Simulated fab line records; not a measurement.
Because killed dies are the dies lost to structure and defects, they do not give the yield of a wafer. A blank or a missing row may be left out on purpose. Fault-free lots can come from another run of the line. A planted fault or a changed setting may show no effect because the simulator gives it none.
fab line records :: flow n5_finfet
record
  lots=6
  wafers=18
  last_day=19
route steps=1938 shown BEOL_M12@1639 PASSIVATION@1936
lots untouched by any fault: they come from a run of this same line in which no faults occurred
start_h: the number of hours between the record's first day and the start of the first shown wafer of the lot :: wait_h: time in hours since the lot's previous step :: " same as the row above :: L1.1+2: a single row standing in for several wafers :: - no value present, or no start provided :: * or withheld: withheld :: < > ~ a bound
route shown NAME@n: a module of which the file shows steps, and the number in the route of the first :: usual: the fault-free wafers' mean and standard deviation :: same: alike in all rows :: chamber/n: place in a boat :: sites: each site's reading :: _std_site: standard deviation of those values :: _edge_site: outer sites' mean less inner sites' :: radius_mm: how far each site lies from the wafer's centre :: mask NAME#n: copy n :: behind: the last tool/chamber to shape the wafer :: hold: cause of the lot's hold/its duration in hours/its outcome :: device: whichever transistor did not switch (one of n, p or np) :: end of line: the tests these same wafers got at the end of their route :: a step without rows: its recipe alone :: killed: the dies lost at the first sort to structure and to defects; this is not the yield of the wafer :: map: shows each die of a wafer: x if killed, . if not, _ if none is there
set.NAME: the run value of the setting; set.NAME@STEP: its run value at that earlier step :: model.NAME: the simulator's own value behind a step, which no gauge read
certain route steps with their lots: each step a table, each wafer a row
services: when a tool's chamber went out of use (start_h, in hours from the record's first day, below 0 if earlier), for how many hours, and the reason
## steps
# step N5_BEOL_M12_TRENCH_ETCH_34
# recipe
  chemistry=C4F8/O2/Ar
  target=SiOC
  target_depth_a=3189.5
  mask_material=SOC
  pressure_mtorr=30
  source_w=3000
  bias_w=700
  Ar_flow_sccm=400
  C4F8_flow_sccm=15
  O2_flow_sccm=8
  he_inner_torr=15
  he_outer_torr=30
  time_s=125.5
  ion_energy_ev=250
# step N5_BEOL_M12_STRIP_70
# recipe
  chemistry=C4F8/O2/Ar
  resist=SiARC
  rf_frequency_hz=6e+07
# step N5_BEOL_M12_OCD_MEAS_35
# usual
  trench_depth_nm=316/4.9
lot.wafer: L727.2
tool: ocd-01
chamber: -
start_h: 232.87
wait_h: 0.0
trench_depth_nm: 315

lot.wafer: L727.4
tool: ocd-01
chamber: -
start_h: 232.87
wait_h: 0.0
trench_depth_nm: 324

lot.wafer: L727.6
tool: ocd-01
chamber: -
start_h: 232.87
wait_h: 0.0
trench_depth_nm: 314

lot.wafer: L735.2
tool: ocd-02
chamber: -
start_h: 297.59
wait_h: 0.0
trench_depth_nm: 319

lot.wafer: L735.3
tool: ocd-02
chamber: -
start_h: 297.59
wait_h: 0.0
trench_depth_nm: 312

lot.wafer: L735.6
tool: ocd-02
chamber: -
start_h: 297.59
wait_h: 0.0
trench_depth_nm: 312

lot.wafer: L746.1
tool: ocd-01
chamber: -
start_h: 370.42
wait_h: 0.0
trench_depth_nm: 315

lot.wafer: L746.5
tool: ocd-01
chamber: -
start_h: 370.42
wait_h: 0.0
trench_depth_nm: 315

lot.wafer: L746.6
tool: ocd-01
chamber: -
start_h: 370.42
wait_h: 0.0
trench_depth_nm: 314

lot.wafer: L747.1
tool: ocd-02
chamber: -
start_h: 386.77
wait_h: 0.0
trench_depth_nm: 329

lot.wafer: L747.2
tool: ocd-02
chamber: -
start_h: 386.77
wait_h: 0.0
trench_depth_nm: 315

lot.wafer: L747.4
tool: ocd-02
chamber: -
start_h: 386.77
wait_h: 0.0
trench_depth_nm: 327

lot.wafer: L749.3
tool: ocd-01
chamber: -
start_h: 391.91
wait_h: 0.0
trench_depth_nm: 312

lot.wafer: L749.4
tool: ocd-01
chamber: -
start_h: 391.91
wait_h: 0.0
trench_depth_nm: 326

lot.wafer: L749.6
tool: ocd-01
chamber: -
start_h: 391.91
wait_h: 0.0
trench_depth_nm: 314

lot.wafer: L750.1
tool: ocd-01
chamber: -
start_h: 407.24
wait_h: 0.0
trench_depth_nm: 313

lot.wafer: L750.2
tool: ocd-01
chamber: -
start_h: 407.24
wait_h: 0.0
trench_depth_nm: 320

lot.wafer: L750.6
tool: ocd-01
chamber: -
start_h: 407.24
wait_h: 0.0
trench_depth_nm: 312
# step N5_BEOL_M12_STRIP_37
# recipe
  chemistry=N2/H2
  power_w=1000
  temp_c=250
  h2_frac=0.65
  overash_fraction=0.3
  pressure_mtorr=withheld
  n2_flow_sccm=1750
  h2_flow_sccm=3250
# usual
  drypump_motor_current_A=5.21/0.26
  heater_power_w=339/40
  oes_product_au=0.789/0.011
  temp_c=250.00/0.21
lot.wafer: L727.2
tool: plasma_asher-01
chamber: 0
start_h: 232.91
wait_h: 0.0
drypump_motor_current_A: 4.82
heater_power_w: 330
oes_product_au: 0.790
rf_hours_counter_h: 68
temp_c: 249.43

lot.wafer: L727.4
tool: plasma_asher-01
chamber: 1
start_h: 232.91
wait_h: 0.0
drypump_motor_current_A: 5.51
heater_power_w: 284
oes_product_au: 0.804
rf_hours_counter_h: -
temp_c: 249.99

lot.wafer: L727.6
tool: plasma_asher-01
chamber: 0
start_h: 232.91
wait_h: 0.0
drypump_motor_current_A: 4.80
heater_power_w: 336
oes_product_au: 0.778
rf_hours_counter_h: -
temp_c: 249.58

lot.wafer: L735.2
tool: plasma_asher-01
chamber: 0
start_h: 297.63
wait_h: 0.0
drypump_motor_current_A: 4.80
heater_power_w: 335
oes_product_au: 0.777
rf_hours_counter_h: 79
temp_c: 249.87

lot.wafer: L735.3
tool: plasma_asher-01
chamber: 0
start_h: 297.63
wait_h: 0.0
drypump_motor_current_A: 4.84
heater_power_w: 348
oes_product_au: 0.781
rf_hours_counter_h: -
temp_c: 249.75

lot.wafer: L735.6
tool: plasma_asher-01
chamber: 1
start_h: 297.63
wait_h: 0.0
drypump_motor_current_A: 5.45
heater_power_w: 281
oes_product_au: 0.792
rf_hours_counter_h: -
temp_c: 250.07

lot.wafer: L746.1
tool: plasma_asher-01
chamber: 1
start_h: 370.46
wait_h: 0.0
drypump_motor_current_A: 5.49
heater_power_w: 285
oes_product_au: 0.792
rf_hours_counter_h: 94
temp_c: 250.44

lot.wafer: L746.5
tool: plasma_asher-01
chamber: 1
start_h: 370.46
wait_h: 0.0
drypump_motor_current_A: 5.46
heater_power_w: 292
oes_product_au: 0.763
rf_hours_counter_h: -
temp_c: 249.73

lot.wafer: L746.6
tool: plasma_asher-01
chamber: 0
start_h: 370.46
wait_h: 0.0
drypump_motor_current_A: 4.82
heater_power_w: 343
oes_product_au: 0.795
rf_hours_counter_h: -
temp_c: 250.02

lot.wafer: L747.1
tool: plasma_asher-02
chamber: 1
start_h: 386.81
wait_h: 0.0
drypump_motor_current_A: 5.23
heater_power_w: 353
oes_product_au: 0.788
rf_hours_counter_h: 153
temp_c: 249.82

lot.wafer: L747.2
tool: plasma_asher-02
chamber: 0
start_h: 386.81
wait_h: 0.0
drypump_motor_current_A: 5.39
heater_power_w: 402
oes_product_au: 0.813
rf_hours_counter_h: 153
temp_c: 249.93

lot.wafer: L747.4
tool: plasma_asher-02
chamber: 1
start_h: 386.81
wait_h: 0.0
drypump_motor_current_A: 5.17
heater_power_w: 353
oes_product_au: 0.772
rf_hours_counter_h: -
temp_c: 249.51

lot.wafer: L749.3
tool: plasma_asher-01
chamber: 1
start_h: 391.97
wait_h: 0.1
drypump_motor_current_A: 5.44
heater_power_w: 280
oes_product_au: 0.807
rf_hours_counter_h: -
temp_c: 250.01

lot.wafer: L749.4
tool: plasma_asher-01
chamber: 0
start_h: 391.97
wait_h: 0.1
drypump_motor_current_A: 4.83
heater_power_w: 337
oes_product_au: 0.801
rf_hours_counter_h: -
temp_c: 249.81

lot.wafer: L749.6
tool: plasma_asher-01
chamber: 1
start_h: 391.97
wait_h: 0.1
drypump_motor_current_A: 5.48
heater_power_w: 285
oes_product_au: 0.783
rf_hours_counter_h: -
temp_c: 249.92

lot.wafer: L750.1
tool: plasma_asher-02
chamber: 0
start_h: 407.28
wait_h: 0.0
drypump_motor_current_A: 5.37
heater_power_w: 396
oes_product_au: 0.775
rf_hours_counter_h: 156
temp_c: 250.02

lot.wafer: L750.2
tool: plasma_asher-02
chamber: 1
start_h: 407.28
wait_h: 0.0
drypump_motor_current_A: 5.19
heater_power_w: 357
oes_product_au: 0.783
rf_hours_counter_h: 156
temp_c: 250.50

lot.wafer: L750.6
tool: plasma_asher-02
chamber: 1
start_h: 407.28
wait_h: 0.0
drypump_motor_current_A: 5.18
heater_power_w: 357
oes_product_au: 0.791
rf_hours_counter_h: -
temp_c: 250.12
# step N5_BEOL_M12_ETCH_38
# recipe
  chemistry=CF4/N2
  target=SiCN
  target_depth_a=687
  taper_deg=2
  time_s=73.4
  ion_energy_ev=150
  mask_material=SiO2
  pressure_mtorr=40
  source_w=430
  bias_w=70
  Ar_flow_sccm=100
  cf4_flow_sccm=60
  n2_flow_sccm=60
# step N5_BEOL_M12_PRECLEAN_39
# recipe
  chemistry=residue_remover
  time_s=60
  temp_c=40
# step N5_BEOL_M12_SRD_40
# recipe
  time_s=30
  temp_c=23
  rinse_liquid=diw
  dry=n2_spin
  spin_rpm=1500
  dry_time_s=30
# step N5_BEOL_M12_DEGAS_41
# recipe
  ambient=vacuum
  temp_c=250
  time_s=60
# step N5_BEOL_M12_PRE_CLEAN_42
# recipe
  gas=H2/He
  time_s=30
  temp_c=250
# usual
  heater_power_w=332/36
lot.wafer: L727.2
tool: pvd_sputter-03
chamber: -
start_h: 234.83
wait_h: 0.0
heater_power_w: 320

lot.wafer: L727.4
tool: pvd_sputter-03
chamber: -
start_h: 234.83
wait_h: 0.0
heater_power_w: 297

lot.wafer: L727.6
tool: pvd_sputter-03
chamber: -
start_h: 234.83
wait_h: 0.0
heater_power_w: 289

lot.wafer: L735.2
tool: pvd_sputter-02
chamber: -
start_h: 298.39
wait_h: 0.0
heater_power_w: 304

lot.wafer: L735.3
tool: pvd_sputter-02
chamber: -
start_h: 298.39
wait_h: 0.0
heater_power_w: 287

lot.wafer: L735.6
tool: pvd_sputter-02
chamber: -
start_h: 298.39
wait_h: 0.0
heater_power_w: 397

lot.wafer: L746.1
tool: pvd_sputter-01
chamber: -
start_h: 371.15
wait_h: 0.0
heater_power_w: 374

lot.wafer: L746.5
tool: pvd_sputter-01
chamber: -
start_h: 371.15
wait_h: 0.0
heater_power_w: 331

lot.wafer: L746.6
tool: pvd_sputter-01
chamber: -
start_h: 371.15
wait_h: 0.0
heater_power_w: 387

lot.wafer: L747.1
tool: pvd_sputter-03
chamber: -
start_h: 388.79
wait_h: 0.0
heater_power_w: 301

lot.wafer: L747.2
tool: pvd_sputter-03
chamber: -
start_h: 388.79
wait_h: 0.0
heater_power_w: 333

lot.wafer: L747.4
tool: pvd_sputter-03
chamber: -
start_h: 388.79
wait_h: 0.0
heater_power_w: 311

lot.wafer: L749.3
tool: pvd_sputter-02
chamber: -
start_h: 392.26
wait_h: 0.0
heater_power_w: 335

lot.wafer: L749.4
tool: pvd_sputter-02
chamber: -
start_h: 392.26
wait_h: 0.0
heater_power_w: 295

lot.wafer: L749.6
tool: pvd_sputter-02
chamber: -
start_h: 392.26
wait_h: 0.0
heater_power_w: 300

lot.wafer: L750.1
tool: pvd_sputter-01
chamber: -
start_h: 407.81
wait_h: 0.0
heater_power_w: 316

lot.wafer: L750.2
tool: pvd_sputter-01
chamber: -
start_h: 407.81
wait_h: 0.0
heater_power_w: 372

lot.wafer: L750.6
tool: pvd_sputter-01
chamber: -
start_h: 407.81
wait_h: 0.0
heater_power_w: 378
# step N5_BEOL_M12_SPUTTER_43
# recipe
  material=TaN
  target_thk_a=150
  temp_c=50
  bias_v=168.6
  power_w=15000
  chamber_pressure_pa=0.12
  time_s=24.19
# step N5_BEOL_M12_SPUTTER_44
# recipe
  material=Ta
  target_thk_a=100
  temp_c=50
  bias_v=80
  power_w=15000
  chamber_pressure_pa=0.07
  time_s=16.13
# usual
  throttle_valve_pct=29.6/1.2
lot.wafer: L727.2
tool: pvd_sputter-03
chamber: -
start_h: 234.95
wait_h: 0.0
throttle_valve_pct: 31.1

lot.wafer: L727.4
tool: pvd_sputter-03
chamber: -
start_h: 234.95
wait_h: 0.0
throttle_valve_pct: 29.2

lot.wafer: L727.6
tool: pvd_sputter-03
chamber: -
start_h: 234.95
wait_h: 0.0
throttle_valve_pct: 30.1

lot.wafer: L735.2
tool: pvd_sputter-02
chamber: -
start_h: 298.51
wait_h: 0.0
throttle_valve_pct: 31.5

lot.wafer: L735.3
tool: pvd_sputter-02
chamber: -
start_h: 298.51
wait_h: 0.0
throttle_valve_pct: 29.4

lot.wafer: L735.6
tool: pvd_sputter-02
chamber: -
start_h: 298.51
wait_h: 0.0
throttle_valve_pct: 29.9

lot.wafer: L746.1
tool: pvd_sputter-01
chamber: -
start_h: 371.27
wait_h: 0.0
throttle_valve_pct: 26.9

lot.wafer: L746.5
tool: pvd_sputter-01
chamber: -
start_h: 371.27
wait_h: 0.0
throttle_valve_pct: 29.9

lot.wafer: L746.6
tool: pvd_sputter-01
chamber: -
start_h: 371.27
wait_h: 0.0
throttle_valve_pct: 30.1

lot.wafer: L747.1
tool: pvd_sputter-03
chamber: -
start_h: 388.91
wait_h: 0.0
throttle_valve_pct: 29.0

lot.wafer: L747.2
tool: pvd_sputter-03
chamber: -
start_h: 388.91
wait_h: 0.0
throttle_valve_pct: 28.5

lot.wafer: L747.4
tool: pvd_sputter-03
chamber: -
start_h: 388.91
wait_h: 0.0
throttle_valve_pct: 31.0

lot.wafer: L749.3
tool: pvd_sputter-02
chamber: -
start_h: 392.38
wait_h: 0.0
throttle_valve_pct: 29.7

lot.wafer: L749.4
tool: pvd_sputter-02
chamber: -
start_h: 392.38
wait_h: 0.0
throttle_valve_pct: 29.4

lot.wafer: L749.6
tool: pvd_sputter-02
chamber: -
start_h: 392.38
wait_h: 0.0
throttle_valve_pct: 29.2

lot.wafer: L750.1
tool: pvd_sputter-01
chamber: -
start_h: 407.93
wait_h: 0.0
throttle_valve_pct: 30.0

lot.wafer: L750.2
tool: pvd_sputter-01
chamber: -
start_h: 407.93
wait_h: 0.0
throttle_valve_pct: 30.2

lot.wafer: L750.6
tool: pvd_sputter-01
chamber: -
start_h: 407.93
wait_h: 0.0
throttle_valve_pct: 30.2
# step N5_BEOL_M12_SPUTTER_45
# recipe
  material=Cu
  target_thk_a=800
  temp_c=-20
  bias_v=60
  power_w=26000
  chamber_pressure_pa=0.13
  time_s=13.33
# usual
  throttle_valve_pct=29.6/1.2
lot.wafer: L727.2
tool: pvd_sputter-03
chamber: -
start_h: 235.03
wait_h: 0.0
throttle_valve_pct: 31.0

lot.wafer: L727.4
tool: pvd_sputter-03
chamber: -
start_h: 235.03
wait_h: 0.0
throttle_valve_pct: 28.9

lot.wafer: L727.6
tool: pvd_sputter-03
chamber: -
start_h: 235.03
wait_h: 0.0
throttle_valve_pct: 30.1

lot.wafer: L735.2
tool: pvd_sputter-02
chamber: -
start_h: 298.59
wait_h: 0.0
throttle_valve_pct: 31.4

lot.wafer: L735.3
tool: pvd_sputter-02
chamber: -
start_h: 298.59
wait_h: 0.0
throttle_valve_pct: 29.6

lot.wafer: L735.6
tool: pvd_sputter-02
chamber: -
start_h: 298.59
wait_h: 0.0
throttle_valve_pct: 29.8

lot.wafer: L746.1
tool: pvd_sputter-01
chamber: -
start_h: 371.35
wait_h: 0.0
throttle_valve_pct: 26.9

lot.wafer: L746.5
tool: pvd_sputter-01
chamber: -
start_h: 371.35
wait_h: 0.0
throttle_valve_pct: 30.1

lot.wafer: L746.6
tool: pvd_sputter-01
chamber: -
start_h: 371.35
wait_h: 0.0
throttle_valve_pct: 30.2

lot.wafer: L747.1
tool: pvd_sputter-03
chamber: -
start_h: 388.99
wait_h: 0.0
throttle_valve_pct: 29.1

lot.wafer: L747.2
tool: pvd_sputter-03
chamber: -
start_h: 388.99
wait_h: 0.0
throttle_valve_pct: 28.3

lot.wafer: L747.4
tool: pvd_sputter-03
chamber: -
start_h: 388.99
wait_h: 0.0
throttle_valve_pct: 31.0

lot.wafer: L749.3
tool: pvd_sputter-02
chamber: -
start_h: 392.46
wait_h: 0.0
throttle_valve_pct: 29.5

lot.wafer: L749.4
tool: pvd_sputter-02
chamber: -
start_h: 392.46
wait_h: 0.0
throttle_valve_pct: 29.2

lot.wafer: L749.6
tool: pvd_sputter-02
chamber: -
start_h: 392.46
wait_h: 0.0
throttle_valve_pct: 29.1

lot.wafer: L750.1
tool: pvd_sputter-01
chamber: -
start_h: 408.01
wait_h: 0.0
throttle_valve_pct: 29.8

lot.wafer: L750.2
tool: pvd_sputter-01
chamber: -
start_h: 408.01
wait_h: 0.0
throttle_valve_pct: 29.8

lot.wafer: L750.6
tool: pvd_sputter-01
chamber: -
start_h: 408.01
wait_h: 0.0
throttle_valve_pct: 30.1
# step N5_BEOL_M12_ECD_47
# recipe
  material=Cu
  target_thk_a=7200
lot.wafer: L727.2
tool: ecd_cu-02
chamber: 1
start_h: 235.14
wait_h: 0.1
model.Cu_of_BEOL_M12_ECD_47.thk_nm: 715.8

lot.wafer: L727.4
tool: ecd_cu-02
chamber: 0
start_h: 235.14
wait_h: 0.1
model.Cu_of_BEOL_M12_ECD_47.thk_nm: 720.2

lot.wafer: L727.6
tool: ecd_cu-02
chamber: 0
start_h: 235.14
wait_h: 0.1
model.Cu_of_BEOL_M12_ECD_47.thk_nm: 723.4

lot.wafer: L735.2
tool: ecd_cu-01
chamber: 0
start_h: 298.71
wait_h: 0.1
model.Cu_of_BEOL_M12_ECD_47.thk_nm: 715

lot.wafer: L735.3
tool: ecd_cu-01
chamber: 1
start_h: 298.71
wait_h: 0.1
model.Cu_of_BEOL_M12_ECD_47.thk_nm: 720.6

lot.wafer: L735.6
tool: ecd_cu-01
chamber: 1
start_h: 298.71
wait_h: 0.1
model.Cu_of_BEOL_M12_ECD_47.thk_nm: 712.6

lot.wafer: L746.1
tool: ecd_cu-02
chamber: 1
start_h: 371.47
wait_h: 0.1
model.Cu_of_BEOL_M12_ECD_47.thk_nm: 720.2

lot.wafer: L746.5
tool: ecd_cu-02
chamber: 1
start_h: 371.47
wait_h: 0.1
model.Cu_of_BEOL_M12_ECD_47.thk_nm: 730.6

lot.wafer: L746.6
tool: ecd_cu-02
chamber: 0
start_h: 371.47
wait_h: 0.1
model.Cu_of_BEOL_M12_ECD_47.thk_nm: 723

lot.wafer: L747.1
tool: ecd_cu-01
chamber: 0
start_h: 389.10
wait_h: 0.1
model.Cu_of_BEOL_M12_ECD_47.thk_nm: 710.6

lot.wafer: L747.2
tool: ecd_cu-01
chamber: 1
start_h: 389.10
wait_h: 0.1
model.Cu_of_BEOL_M12_ECD_47.thk_nm: 943.6

lot.wafer: L747.4
tool: ecd_cu-01
chamber: 1
start_h: 389.10
wait_h: 0.1
model.Cu_of_BEOL_M12_ECD_47.thk_nm: 947.8

lot.wafer: L749.3
tool: ecd_cu-01
chamber: 0
start_h: 392.62
wait_h: 0.1
model.Cu_of_BEOL_M12_ECD_47.thk_nm: 714.4

lot.wafer: L749.4
tool: ecd_cu-01
chamber: 1
start_h: 392.62
wait_h: 0.1
model.Cu_of_BEOL_M12_ECD_47.thk_nm: 945.8

lot.wafer: L749.6
tool: ecd_cu-01
chamber: 0
start_h: 392.62
wait_h: 0.1
model.Cu_of_BEOL_M12_ECD_47.thk_nm: 702.6

lot.wafer: L750.1
tool: ecd_cu-02
chamber: 1
start_h: 408.13
wait_h: 0.1
model.Cu_of_BEOL_M12_ECD_47.thk_nm: 727.2

lot.wafer: L750.2
tool: ecd_cu-02
chamber: 0
start_h: 408.13
wait_h: 0.1
model.Cu_of_BEOL_M12_ECD_47.thk_nm: 721.2

lot.wafer: L750.6
tool: ecd_cu-02
chamber: 1
start_h: 408.13
wait_h: 0.1
model.Cu_of_BEOL_M12_ECD_47.thk_nm: 725.4
# step N5_BEOL_M12_ANNEAL_48
# recipe
  temp_c=225
  time_s=90
  ambient=N2
# usual
  wafer_temp_C_max=226.0/0.33
lot.wafer: L727.2
tool: rtp_anneal-02
chamber: 0
start_h: 235.33
wait_h: 0.1
wafer_temp_C_max: 225.5

lot.wafer: L727.4
tool: rtp_anneal-02
chamber: 0
start_h: 235.33
wait_h: 0.1
wafer_temp_C_max: 225.8

lot.wafer: L727.6
tool: rtp_anneal-02
chamber: 0
start_h: 235.33
wait_h: 0.1
wafer_temp_C_max: 226.1

lot.wafer: L735.2
tool: rtp_anneal-02
chamber: 0
start_h: 298.90
wait_h: 0.1
wafer_temp_C_max: 225.5

lot.wafer: L735.3
tool: rtp_anneal-02
chamber: 0
start_h: 298.90
wait_h: 0.1
wafer_temp_C_max: 225.7

lot.wafer: L735.6
tool: rtp_anneal-02
chamber: 0
start_h: 298.90
wait_h: 0.1
wafer_temp_C_max: 225.5

lot.wafer: L746.1
tool: rtp_anneal-01
chamber: 0
start_h: 371.62
wait_h: 0.1
wafer_temp_C_max: 226.6

lot.wafer: L746.5
tool: rtp_anneal-01
chamber: 0
start_h: 371.62
wait_h: 0.1
wafer_temp_C_max: 226.1

lot.wafer: L746.6
tool: rtp_anneal-01
chamber: 0
start_h: 371.62
wait_h: 0.1
wafer_temp_C_max: 226.9

lot.wafer: L747.1
tool: rtp_anneal-02
chamber: 0
start_h: 389.30
wait_h: 0.2
wafer_temp_C_max: 225.7

lot.wafer: L747.2
tool: rtp_anneal-02
chamber: 0
start_h: 389.30
wait_h: 0.2
wafer_temp_C_max: 225.6

lot.wafer: L747.4
tool: rtp_anneal-02
chamber: 0
start_h: 389.30
wait_h: 0.2
wafer_temp_C_max: 225.5

lot.wafer: L749.3
tool: rtp_anneal-01
chamber: 0
start_h: 392.81
wait_h: 0.2
wafer_temp_C_max: 226.4

lot.wafer: L749.4
tool: rtp_anneal-01
chamber: 0
start_h: 392.81
wait_h: 0.2
wafer_temp_C_max: 225.8

lot.wafer: L749.6
tool: rtp_anneal-01
chamber: 0
start_h: 392.81
wait_h: 0.2
wafer_temp_C_max: 225.9

lot.wafer: L750.1
tool: rtp_anneal-01
chamber: 0
start_h: 408.28
wait_h: 0.1
wafer_temp_C_max: 226.5

lot.wafer: L750.2
tool: rtp_anneal-01
chamber: 0
start_h: 408.28
wait_h: 0.1
wafer_temp_C_max: 226.1

lot.wafer: L750.6
tool: rtp_anneal-01
chamber: 0
start_h: 408.28
wait_h: 0.1
wafer_temp_C_max: 225.9
# step N5_PASSIVATION_PROBE_49
# usual
  defect_limited_yield=91.4/1.5
  killed_at_M0_to_M3=35/12
  killed_at_M4_up=13/5.8
  killed_at_contacts=12/5.5
  killed_at_front_end=36/9.9
  killed_at_other=4/3.7
  killed_dies=101/18
  killed_open=66/13
  killed_short=33/8
  sort_bin_5_function=5.0/1
  sort_bin_6_memory=3.2/0.67
  sort_bin_8_speed=0.00/0.0099
  sort_n_pass=1079/18
  sort_yield_pct=91.4/1.5
# same
  gross_dies=1180
  killed_at_back_side=0
  sort_bin_4_leakage[%]=0
lot.wafer: L727.2
tool: prober-01
chamber: -
start_h: 270.83
wait_h: 0.1
defect_limited_yield[%]: 92.1
killed_at_M0_to_M3: 47
killed_at_M4_up: 15
killed_at_contacts: 9
killed_at_front_end: 21
killed_at_other: 1
killed_dies: 93
killed_open: 62
killed_short: 31
sort_bin_5_function[%]: 4.9
sort_bin_6_memory[%]: 2.6
sort_bin_8_speed[%]: 0
sort_n_pass: 1087
sort_yield_pct[%]: 92.1

lot.wafer: L727.4
tool: prober-01
chamber: -
start_h: 270.93
wait_h: 0.2
defect_limited_yield[%]: 92.5
killed_at_M0_to_M3: 26
killed_at_M4_up: 15
killed_at_contacts: 15
killed_at_front_end: 30
killed_at_other: 2
killed_dies: 88
killed_open: 59
killed_short: 29
sort_bin_5_function[%]: 4.7
sort_bin_6_memory[%]: 2.4
sort_bin_8_speed[%]: 0
sort_n_pass: 1092
sort_yield_pct[%]: 92.5

lot.wafer: L727.6
tool: prober-01
chamber: -
start_h: 271.03
wait_h: 0.3
defect_limited_yield[%]: 93.0
killed_at_M0_to_M3: 36
killed_at_M4_up: 14
killed_at_contacts: 6
killed_at_front_end: 26
killed_at_other: 1
killed_dies: 83
killed_open: 58
killed_short: 25
sort_bin_5_function[%]: 3.6
sort_bin_6_memory[%]: 3.1
sort_bin_8_speed[%]: 0
sort_n_pass: 1097
sort_yield_pct[%]: 93.0
# killed by level:class
L727.2 BEOL_M0_SAQP:geometric_particle:short=14 BEOL_M0_SAQP:geometric_particle:open=13 BEOL_M3:geometric_particle:open=8 MOL_CONTACT_COAG:geometric_particle:open=8 BEOL_M4:geometric_particle:open=8 BEOL_M1:geometric_particle:short=6 FIN_SAQP:geometric_particle:open=5 DUMMY_GATE:geometric_particle:open=5
L727.4 MOL_CONTACT_COAG:geometric_particle:open=13 GATE_CUT:geometric_particle:short=8 BEOL_M0_SAQP:geometric_particle:open=8 BEOL_M4:geometric_particle:open=8 FIN_SAQP:geometric_particle:open=6 BEOL_M3:geometric_particle:open=6 FIN_SAQP:geometric_particle:short=4 DUMMY_GATE:geometric_particle:open=4
L727.6 FIN_SAQP:geometric_particle:open=14 BEOL_M0_SAQP:geometric_particle:short=10 BEOL_M4:geometric_particle:open=10 BEOL_M3:geometric_particle:open=9 BEOL_M0_SAQP:geometric_particle:open=6 BEOL_M2:geometric_particle:open=6 FIN_SAQP:geometric_particle:short=4 MOL_CONTACT_COAG:geometric_particle:open=4
## services
tool: ecd_cu-01
chamber: -
start_h: 253.14
hours: 1.4
kind: repair

tool: plasma_asher-01
chamber: -
start_h: 268.83
hours: 4.3
kind: repair

tool: plasma_asher-01
chamber: -
start_h: 301.47
hours: 2.8
kind: repair

tool: plasma_asher-02
chamber: -
start_h: 310.78
hours: 2.9
kind: repair

tool: ecd_cu-02
chamber: -
start_h: 374.55
hours: 2.8
kind: repair

tool: ecd_cu-02
chamber: -
start_h: 382.01
hours: 0.4
kind: repair

tool: plasma_asher-01
chamber: -
start_h: 383.84
hours: 2.4
kind: repair

tool: plasma_asher-02
chamber: -
start_h: 395.72
hours: 1.8
kind: repair
## key
first_sign none at tools or gauges
model_effect
  step=N5_BEOL_M12_ECD_47
  value=Cu_of_BEOL_M12_ECD_47.thk_nm
  without=719.9
  struck=945.7
met_at N5_BEOL_M12_ECD_47
struck_wafers L747.2,L747.4,L749.4
onset_between 298.71 389.10
fault
  kind=process_parameter_drift
  tool=ecd_cu-01
  chamber=1
  onset_h=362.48
  steps=N5_BEOL_M12_ECD_47
  channel=target_thk_a
  offset=*
  shape=step
  end_h=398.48
  acts_in=*
  stated=*
